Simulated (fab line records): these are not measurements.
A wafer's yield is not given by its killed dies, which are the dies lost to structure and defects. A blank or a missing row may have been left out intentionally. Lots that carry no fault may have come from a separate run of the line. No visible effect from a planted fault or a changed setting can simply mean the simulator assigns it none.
fab line records	flow n5Finfet
record lots=11	wafers=32	lastDay=17
route steps=1938 shown BEOL_M8@1369 BEOL_M9@1401 PASSIVATION@1936
lots that met no fault: taken from a fault-free run of the same line
startH: hours from the record's opening day to when the first of the lot's shown wafers began	waitH: hours since the lot's step before	" unchanged from the row above	L1.1+2: a single row standing in for several wafers	- either no value or no given start	* or withheld: withheld	< > ~ a bound
route shown NAME@n: a module of which the file shows steps, and the number in the route of the first	usual: the fault-free wafers' mean and standard deviation	same: alike in all rows	chamber/n: place in a boat	sites: the reading at each site	_std_site: the standard deviation of these	_edge_site: inner sites' mean taken away from outer sites' mean	radiusMm: how far each site lies from the wafer's centre	mask NAME#n: copy n	behind: the tool/chamber that last shaped the wafer	hold: why the lot went on hold/how many hours it stayed there/how the hold came to an end	device: names the non-switching transistor (n, p or np)	end of line: the tests these same wafers got at the end of their route	a step without rows: its recipe alone	killed: dies that structure and defects cost at the first sort, which is not the same as the wafer's yield	map: per-die view of a wafer (x killed, . not killed, _ where there is no die)
set.NAME: the setting as run; set.NAME@STEP: as run at that earlier step	model.NAME: the simulator's own value behind a step, which no gauge read
a sample of lots followed through the steps of the route, with each step as a table and each wafer as a row
services: when a tool's chamber went out of use (startH, in hours from the record's first day, below 0 if earlier), for how many hours, and the reason
## steps
# step N5_BEOL_M8_ETCH_72
# recipe chemistry=N2/H2	target=underlayer	targetDepthA=65	maskMaterial=CAR-EUV	timeS=5.2	ionEnergyEv=200	pressureMtorr=30	sourceW=840	biasW=150	n2FlowSccm=200	h2FlowSccm=200	ends=cleared
# usual drypumpMotorCurrentA=5.6/0.39	etchRfOnTimeS=5.16/0.12	oesProductAu=0.68/0.08	rfVppV=523.7/2	showerheadPlenumPTorr=2.53/0.064	throttleValvePct=17.72/0.28
lot.wafer	tool	chamber	startH	waitH	drypumpMotorCurrentA	etchRfOnTimeS	oesProductAu	rfHoursCounterH	rfVppV	showerheadPlenumPTorr	throttleValvePct
L240.1	rieDiel-03	3	214.17	0.0	5.4	5.25	0.58	244	521.9	2.52	18.35
L240.4	"	2	"	"	5.6	5.11	0.76	41	524.7	2.59	17.36
L240.6	"	0	"	"	6.4	5.35	0.60	-	522.7	2.51	17.89
L241.1	rieDiel-03	1	233.70	0.0	5.1	4.99	0.77	29	526.7	2.58	17.74
L241.4	"	0	"	"	6.4	5.31	0.60	203	524.3	2.51	17.89
L241.5	"	3	"	"	5.4	5.20	0.57	-	523.0	2.51	18.35
L243.2	rieDiel-04	1	243.83	0.0	5.4	5.20	0.73	52	523.3	2.48	17.82
L243.4	"	2	"	"	5.5	5.14	0.67	-	521.0	2.45	17.34
L243.6	"	1	"	"	5.4	5.10	0.74	-	523.2	2.48	17.81
L245.1	rieDiel-01	2	258.06	0.0	5.9	5.31	0.74	35	521.7	2.50	17.66
L245.4	"	1	"	"	5.8	5.15	0.69	87	525.9	2.56	17.29
L245.5	"	2	"	"	5.9	5.29	0.75	-	519.2	2.50	17.67
L247.1	rieDiel-01	1	258.46	0.0	5.7	5.06	0.70	87	523.9	2.56	17.29
L247.4	"	3	"	"	5.3	5.22	0.58	212	526.0	2.61	17.83
L247.5	"	0	"	"	5.8	5.11	0.60	-	519.6	2.40	17.79
L249.3	rieDiel-03	1	285.22	0.0	5.1	5.02	0.73	48	523.1	2.57	17.77
L249.4	"	0	"	"	6.4	5.30	0.58	225	522.1	2.50	17.93
L249.5	"	1	"	"	5.1	5.07	0.73	-	525.4	2.57	17.75
L255.1	rieDiel-04	0	303.33	0.0	6.1	5.17	0.83	8	526.0	2.46	17.39
L255.3	"	1	"	"	5.4	5.17	0.70	79	522.3	2.47	17.88
L255.6	"	2	"	"	5.5	5.20	0.65	-	523.5	2.44	17.38
L256.2	rieDiel-03	1	308.90	0.0	5.1	5.04	0.72	57	525.6	2.57	17.77
L256.4	"	0	"	"	6.4	5.30	0.57	234	523.6	2.50	17.95
L256.5	"	2	"	"	5.6	5.22	0.71	-	524.0	2.57	17.40
L257.2	rieDiel-01	3	326.51	0.0	5.3	5.16	0.58	237	527.3	2.60	17.91
L257.3	"	0	"	"	5.8	5.00	0.82	7	527.9	2.71	17.50
L258.1	rieDiel-01	1	338.91	0.0	5.7	5.03	0.67	118	525.1	2.55	17.33
L258.4	"	2	"	"	5.9	5.17	0.72	66	520.6	2.49	17.71
L258.5	"	0	"	"	5.7	4.99	0.80	-	528.6	2.70	17.42
L261.1	rieDiel-03	2	348.33	0.0	5.7	5.11	0.70	89	525.0	2.57	17.44
L261.2	"	0	"	"	6.4	5.27	0.58	247	521.9	2.49	17.98
L261.3	"	3	"	"	5.4	5.02	0.77	31	522.2	2.50	17.96
# step N5_BEOL_M8_ETCH_41
# recipe chemistry=CH3F/O2	target=SiCN	targetDepthA=319	taperDeg=2	timeS=57.8	ionEnergyEv=120	maskMaterial=TiN	pressureMtorr=30	sourceW=395	biasW=75	Ar_flow_sccm=150	CH3F_flow_sccm=30	O2_flow_sccm=20
# usual drypumpMotorCurrentA=5.6/0.39	oesProductAu=0.79/0.093	rfVppV=297.2/1.5	showerheadPlenumPTorr=1.99/0.055	throttleValvePct=16.24/0.27
lot.wafer	tool	chamber	startH	waitH	drypumpMotorCurrentA	oesProductAu	rfHoursCounterH	rfVppV	showerheadPlenumPTorr	throttleValvePct
L240.1	rieDiel-03	3	-	-	5.4	0.68	244	296.5	1.95	16.72
L240.4	"	2	"	"	5.6	0.89	42	297.1	2.02	15.74
L240.6	"	0	"	"	6.4	0.70	-	297.0	1.99	16.53
L241.1	rieDiel-03	1	-	-	5.1	0.87	29	299.3	2.04	16.20
L241.4	"	0	"	"	6.4	0.70	203	297.0	1.99	16.53
L241.5	"	3	"	"	5.4	0.67	-	294.9	1.95	16.72
L243.2	rieDiel-04	1	-	-	5.4	0.85	52	295.7	1.94	16.17
L243.4	"	2	"	"	5.5	0.80	-	295.4	1.93	16.02
L243.6	"	1	"	"	5.4	0.85	-	297.9	1.94	16.18
L245.1	rieDiel-01	2	-	-	5.9	0.87	35	294.6	1.98	16.17
L245.4	"	1	"	"	5.8	0.80	87	298.7	2.03	15.93
L245.5	"	2	"	"	5.9	0.88	-	295.0	1.98	16.17
L247.1	rieDiel-01	1	-	-	5.8	0.81	87	298.7	2.03	15.94
L247.4	"	3	"	"	5.3	0.68	212	297.8	2.08	16.48
L247.5	"	0	"	"	5.7	0.70	-	297.2	1.88	16.36
L249.3	rieDiel-03	1	-	-	5.1	0.84	48	299.4	2.03	16.22
L249.4	"	0	"	"	6.4	0.69	225	295.3	1.98	16.58
L249.5	"	1	"	"	5.1	0.84	-	298.6	2.03	16.23
L255.1	rieDiel-04	0	-	-	6.1	0.96	8	296.1	1.94	15.98
L255.3	"	1	"	"	5.4	0.82	79	296.5	1.93	16.23
L255.6	"	2	"	"	5.5	0.77	-	296.0	1.92	16.09
L256.2	rieDiel-03	1	-	-	5.1	0.83	57	298.1	2.03	16.25
L256.4	"	0	"	"	6.4	0.68	234	295.4	1.98	16.60
L256.5	"	2	"	"	5.6	0.84	-	298.5	2.01	15.80
L257.2	rieDiel-01	3	-	-	5.3	0.67	237	298.5	2.07	16.50
L257.3	"	0	"	"	5.8	0.97	7	301.7	2.12	15.95
L258.1	rieDiel-01	1	-	-	5.7	0.78	118	298.0	2.02	15.98
L258.4	"	2	"	"	5.9	0.84	66	297.4	1.97	16.22
L258.5	"	0	"	"	5.8	0.93	-	301.0	2.12	15.98
L261.1	rieDiel-03	2	-	-	5.6	0.83	89	298.3	2.00	15.83
L261.2	"	0	"	"	6.4	0.67	247	296.1	1.97	16.62
L261.3	"	3	"	"	5.4	0.90	31	296.8	1.94	16.29
# step N5_BEOL_M8_CVD_78
# recipe material=Co	targetThkA=20	tempC=withheld	precursor=CCTBA/H2	pressureTorr=30	timeS=142.3
# usual runLengthS=165.2/0.41
lot.wafer	tool	chamber	startH	waitH	runLengthS
L240.1	cvdCo-01	0	215.94	0.2	165.0
L240.4	"	2	"	"	165.4
L240.6	"	1	"	"	165.0
L241.1	cvdCo-02	1	235.59	0.2	165.4
L241.4	"	0	"	"	165.2
L241.5	"	2	"	"	164.7
L243.2	cvdCo-01	2	245.28	0.0	165.4
L243.4	"	1	"	"	164.6
L243.6	"	2	"	"	165.7
L245.1	cvdCo-01	0	259.58	0.1	164.5
L245.4	"	0	"	"	165.5
L245.5	"	2	"	"	165.4
L247.1	cvdCo-02	2	260.02	0.1	165.6
L247.4	"	1	"	"	83.3
L247.5	"	2	"	"	165.1
L249.3	cvdCo-02	2	287.18	0.1	164.6
L249.4	"	2	"	"	82.6
L249.5	"	0	"	"	165.2
L255.1	cvdCo-01	0	305.50	0.3	165.0
L255.3	"	2	"	"	166.3
L255.6	"	0	"	"	164.5
L256.2	cvdCo-01	0	310.41	0.1	165.1
L256.4	"	0	"	"	164.8
L256.5	"	2	"	"	166.2
L257.2	cvdCo-01	2	328.20	0.0	165.7
L257.3	"	0	"	"	165.1
L258.1	cvdCo-02	1	340.57	0.1	165.2
L258.4	"	2	"	"	164.9
L258.5	"	1	"	"	165.1
L261.1	cvdCo-02	1	351.32	0.3	165.3
L261.2	"	2	"	"	164.6
L261.3	"	0	"	"	165.4
# step N5_BEOL_M9_ILD_DEP_00
# recipe material=SiCOH_lowk	targetThkA=3085.1	tempC=300	precursor=DEMS/porogen	pressureTorr=5	rfW=500	timeS=58
# usual heaterPowerOuterW=144/29	heaterPowerW=306/47	showerheadPlenumPTorr=5.729/0.018	susceptorTempC=299.99/0.19	throttleValvePct=13.6/0.61
lot.wafer	tool	chamber	startH	waitH	heaterPowerOuterW	heaterPowerW	showerheadPlenumPTorr	susceptorTempC	throttleValvePct
L240.1	pecvd-01	0	217.08	0.0	173	303	5.738	299.99	13.4
L240.4	"	0	"	"	117	236	5.728	300.16	13.7
L240.6	"	1	"	"	116	263	5.713	300.07	14.3
L241.1	pecvd-03	2	236.92	0.0	134	248	5.745	299.26	13.1
L241.4	"	2	"	"	138	265	5.747	299.52	13.2
L241.5	"	0	"	"	152	340	5.758	299.91	13.3
L243.2	pecvd-01	2	247.24	0.0	224	420	5.711	299.81	12.9
L243.4	"	0	"	"	125	248	5.722	299.99	13.6
L243.6	"	1	"	"	110	262	5.707	299.93	14.2
L245.1	pecvd-01	0	260.79	0.0	162	311	5.722	299.86	13.6
L245.4	"	2	"	"	195	395	5.726	300.00	13.0
L245.5	"	0	"	"	164	309	5.723	299.53	13.3
L247.1	pecvd-01	2	261.73	0.0	199	390	5.727	300.05	13.0
L247.4	"	2	"	"	195	405	5.722	300.02	12.7
L247.5	"	0	"	"	146	281	5.729	300.09	13.5
L249.3	pecvd-01	0	288.33	0.0	119	244	5.715	300.25	13.8
L249.4	"	0	"	"	130	244	5.736	300.08	13.8
L249.5	"	1	"	"	128	280	5.726	299.64	14.0
L255.1	pecvd-03	2	308.28	0.0	121	237	5.746	300.00	12.9
L255.3	"	1	"	"	92	238	5.747	300.07	12.6
L255.6	"	1	"	"	95	244	5.762	299.85	12.6
L256.2	pecvd-01	2	312.11	0.0	207	406	5.706	299.85	13.0
L256.4	"	0	"	"	158	301	5.734	299.95	13.7
L256.5	"	1	"	"	149	309	5.737	299.79	14.1
L257.2	pecvd-02	2	330.76	0.0	128	300	5.706	300.25	13.5
L257.3	"	1	"	"	145	308	5.746	299.99	13.7
L258.1	pecvd-02	1	342.02	0.0	149	313	5.726	299.95	13.4
L258.4	"	0	"	"	149	341	5.728	300.12	15.0
L258.5	"	2	"	"	139	313	5.704	300.18	13.3
L261.1	pecvd-03	0	353.31	0.0	144	339	5.766	299.96	13.7
L261.2	"	2	"	"	147	272	5.738	300.07	13.1
L261.3	"	1	"	"	86	236	5.768	300.04	12.7
# step N5_PASSIVATION_PROBE_49
# usual defectLimitedYield=91.1/1.4	killed_at_M0_to_M3=36/9.9	killed_at_M4_up=13/5.8	killedAtContacts=14/5.9	killedAtFrontEnd=39/11	killedAtOther=3.4/2.9	killedDies=105/17	killedOpen=70/13	killedShort=34/7.3	sort_bin_4_leakage=0.00/0.0072	sort_bin_5_function=5.3/1	sort_bin_6_memory=3.3/0.62	sortNPass=1075/17	sortYieldPct=91.1/1.4
# same grossDies=1180	killedAtBackSide=0	sort_bin_8_speed[%]=0
lot.wafer	tool	chamber	startH	waitH	defectLimitedYield[%]	killed_at_M0_to_M3	killed_at_M4_up	killedAtContacts	killedAtFrontEnd	killedAtOther	killedDies	killedOpen	killedShort	sort_bin_4_leakage[%]	sort_bin_5_function[%]	sort_bin_6_memory[%]	sortNPass	sortYieldPct[%]
L241.1	prober-01	-	297.32	0.0	90.3	36	5	17	54	3	115	77	38	0	5.3	4.3	1065	90.3
L241.4	prober-01	-	297.47	0.2	92.7	29	6	14	37	0	86	61	25	0	4.7	2.3	1094	92.7
L241.5	prober-01	-	297.52	0.2	91.8	44	5	6	41	1	97	67	30	0	4.7	3.1	1083	91.8
L256.2	prober-01	-	390.70	0.1	87.8	43	14	17	64	6	144	86	53	0	7.3	4.6	1036	87.8
L256.4	prober-01	-	390.80	0.2	88.9	28	9	19	72	3	131	85	46	0	7.9	2.8	1049	88.9
L256.5	prober-01	-	390.85	0.2	90.3	38	8	8	60	1	115	68	43	0	4.7	4.6	1065	90.3
L257.2	prober-01	-	399.43	0.1	89.8	42	15	9	52	2	120	75	42	0	6.3	3.6	1060	89.8
L257.3	prober-01	-	399.48	0.1	89.2	44	21	11	52	0	128	85	39	0	6.4	4.1	1052	89.2
L258.1	prober-01	-	411.01	0.0	90.9	30	32	10	29	6	107	77	27	0	5.9	2.7	1073	90.9
L258.4	prober-01	-	411.16	0.2	91.8	19	25	17	35	1	97	68	29	0	4.7	3.1	1083	91.8
L258.5	prober-01	-	411.21	0.2	91.4	29	20	15	36	1	101	70	30	0	5.7	2.5	1079	91.4
# killed by level:class
L241.1 STI_FIN_REVEAL:geometricParticle:open=21 MOL_CONTACT_COAG:geometricParticle:open=15 BEOL_M3:geometricParticle:open=8 FIN_SAQP:geometricParticle:open=7 BEOL_M1:geometricParticle:open=7 FIN_SAQP:geometricParticle:short=6 BEOL_M3:geometricParticle:short=5 DUMMY_GATE:geometricParticle:open=4
L241.4 MOL_CONTACT_COAG:geometricParticle:open=12 BEOL_M3:geometricParticle:open=11 FIN_SAQP:geometricParticle:open=9 FIN_SAQP:geometricParticle:short=7 STI_FIN_REVEAL:geometricParticle:open=6 BEOL_M0_SAQP:geometricParticle:open=5 BEOL_M0_SAQP:geometricParticle:short=5 FIN_CUT:geometricParticle:short=3
L241.5 BEOL_M1:geometricParticle:open=10 BEOL_M3:geometricParticle:open=9 FIN_SAQP:geometricParticle:open=8 BEOL_M2:geometricParticle:open=7 BEOL_M0_SAQP:geometricParticle:short=7 BEOL_M0_SAQP:geometricParticle:open=7 FIN_SAQP:geometricParticle:short=5 STI_FIN_REVEAL:geometricParticle:open=5
L256.2 FIN_SAQP:geometricParticle:short=14 MOL_CONTACT_COAG:geometricParticle:open=14 BEOL_M0_SAQP:geometricParticle:short=11 BEOL_M0_SAQP:geometricParticle:open=11 GATE_CUT:geometricParticle:short=9 FIN_SAQP:geometricParticle:open=8 BEOL_M1:geometricParticle:open=7 DUMMY_GATE:geometricParticle:open=6
L256.4 MOL_CONTACT_COAG:geometricParticle:open=17 FIN_SAQP:geometricParticle:short=16 STI_FIN_REVEAL:geometricParticle:open=15 FIN_SAQP:geometricParticle:open=12 DUMMY_GATE:geometricParticle:open=7 BEOL_M0_SAQP:geometricParticle:open=7 BEOL_M1:geometricParticle:open=5 GATE_CUT:geometricParticle:open=5
L256.5 FIN_SAQP:geometricParticle:short=20 STI_FIN_REVEAL:geometricParticle:open=11 BEOL_M0_SAQP:geometricParticle:open=10 BEOL_M1:geometricParticle:open=8 MOL_CONTACT_COAG:geometricParticle:open=7 GATE_CUT:geometricParticle:short=6 BEOL_M3:geometricParticle:open=6 STARTING-WAFER:geometricParticle:open=5
L257.2 FIN_SAQP:geometricParticle:short=16 FIN_SAQP:geometricParticle:open=11 BEOL_M3:geometricParticle:open=10 STI_FIN_REVEAL:geometricParticle:open=9 BEOL_M2:geometricParticle:open=8 BEOL_M0_SAQP:geometricParticle:open=8 MOL_CONTACT_COAG:geometricParticle:open=7 BEOL_M0_SAQP:geometricParticle:short=6
L257.3 FIN_SAQP:geometricParticle:open=14 BEOL_M2:geometricParticle:open=12 BEOL_M3:geometricParticle:open=11 BEOL_M4:geometricParticle:open=11 STI_FIN_REVEAL:geometricParticle:open=8 MOL_CONTACT_COAG:geometricParticle:open=7 FIN_SAQP:geometricParticle:short=6 BEOL_M0_SAQP:geometricParticle:short=6
L258.1 BEOL_M4:geometricParticle:open=22 MOL_CONTACT_COAG:geometricParticle:open=10 BEOL_M2:geometricParticle:open=9 BEOL_M0_SAQP:geometricParticle:open=7 STI_FIN_REVEAL:geometricParticle:open=6 BEOL_M4:geometricParticle:short=6 DUMMY_GATE:geometricParticle:open=5 BEOL_M3:geometricParticle:open=5
L258.4 BEOL_M4:geometricParticle:open=18 MOL_CONTACT_COAG:geometricParticle:open=13 FIN_SAQP:geometricParticle:short=8 DUMMY_GATE:geometricParticle:open=7 STI_FIN_REVEAL:geometricParticle:open=5 BEOL_M2:geometricParticle:open=5 BEOL_M3:geometricParticle:open=5 MOL_CONTACT_COAG:geometricParticle:short=4
L258.5 MOL_CONTACT_COAG:geometricParticle:open=15 BEOL_M4:geometricParticle:open=14 STI_FIN_REVEAL:geometricParticle:open=11 BEOL_M3:geometricParticle:open=10 FIN_SAQP:geometricParticle:short=6 BEOL_M3:geometricParticle:short=6 DUMMY_GATE:geometricParticle:open=5 STARTING-WAFER:geometricParticle:short=5
## services
tool	chamber	startH	hours	kind
pecvd-01	2	202.38	-	clean
pecvd-01	2	202.38	-	consumableReplace:showerhead
pecvd-01	2	202.38	29.0	scheduledDown
pecvd-01	2	202.38	29.0	ventCycle
rieDiel-01	1	202.82	3.8	repair
cvdCo-02	-	214.59	2.8	pm
rieDiel-04	3	218.89	32.8	repair
pecvd-02	1	221.97	20.4	repair
rieDiel-03	3	234.65	-	clean
rieDiel-03	3	234.65	-	consumableReplace:focusRing
rieDiel-03	3	234.65	20.9	scheduledDown
rieDiel-03	3	234.65	20.9	ventCycle
rieDiel-01	-	236.60	0.2	repair
pecvd-03	0	262.05	7.4	repair
cvdCo-01	-	265.04	2.8	pm
pecvd-03	2	266.43	2.0	repair
rieDiel-01	0	293.81	-	clean
rieDiel-01	0	293.81	-	consumableReplace:focusRing
rieDiel-01	0	293.81	-	consumableReplace:showerhead
rieDiel-01	0	293.81	15.5	scheduledDown
rieDiel-01	0	293.81	15.5	ventCycle
pecvd-01	1	339.57	4.3	repair
pecvd-03	-	341.62	1.6	repair
pecvd-01	-	349.86	0.8	pm
## key
firstSign step=N5_BEOL_M8_CVD_78	reading=runLengthS	direction=down	sigmas=99+	usual=*	struck=*
effect none on later readings
metAt N5_BEOL_M8_CVD_78
struckLots L247,L249
struckWafers L247.4,L249.4
notActingAt N5_BEOL_M8_ETCH_72,N5_BEOL_M8_ETCH_41,N5_BEOL_M9_ILD_DEP_00
onsetBetween 235.59 260.02
fault kind=processParameterDrift	tool=cvdCo-02	chamber=-	onsetH=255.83	steps=N5_BEOL_M8_CVD_78	channel=timeS	offset=*	shape=step	endH=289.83	scope=struckWafersOnly	actsIn=*	stated=*
